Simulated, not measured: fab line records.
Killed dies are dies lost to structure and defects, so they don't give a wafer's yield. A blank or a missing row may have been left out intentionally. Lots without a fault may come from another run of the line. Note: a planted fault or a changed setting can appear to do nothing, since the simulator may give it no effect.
Chamber matching	flow n5Finfet	rieDiel-04 running N5_BEOL_M6_DESCUM_33: 4 sister chambers
The step chemistry O2, time 7 s. 8 wafers are shown with their chamber, then 8 later ones without.

WAFERS, EACH WITH ITS CHAMBER
wafer	chamber	showerheadPlenumPTorr (Torr)	throttleValvePct (%)
L074.6	0	2.11	20.9
L075.4	0	2.10	21.0
L083.2	1	2.13	20.1
L083.4	1	2.13	20.1
L088.1	2	1.99	20.9
L088.3	3	2.22	20.0
L088.6	2	1.99	20.9
L092.1	3	2.22	20.0

WAFERS WITHOUT THEIR CHAMBER
wafer	showerheadPlenumPTorr (Torr)	throttleValvePct (%)
L092.2	2.12	20.2
L092.6	2.12	20.2
L094.1	2.12	20.2
L094.2	2.22	20.0
L094.5	2.22	20.0
L097.2	2.22	20.0
L097.3	2.26	20.6
L097.6	2.09	21.0

EACH ONE'S CHAMBER
wafer	from the rows above	in truth
L092.2	1	1
L092.6	1	1
L094.1	1	1
L094.2	3	3
L094.5	3	3
L097.2	3	3
L097.3	3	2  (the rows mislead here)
L097.6	0	0
Correctly placed: 7 of 8. Left unplaced by these rows: 0. Wrongly placed: 1.
How it was worked out, from the rows above alone: a wafer's distance from a chamber is the root of the sum, over the readings, of the square of ((its reading less the chamber's mean) divided by the reading's scatter). If the next closest chamber is less than 2 further off than the closest, the wafer can't be placed; otherwise it belongs to the closest. A chamber's mean is the mean of its shown wafers. The scatter is the square root of a quotient: the sum, over the shown wafers, of each reading's squared deviation from its chamber's mean, divided by wafers minus chambers.
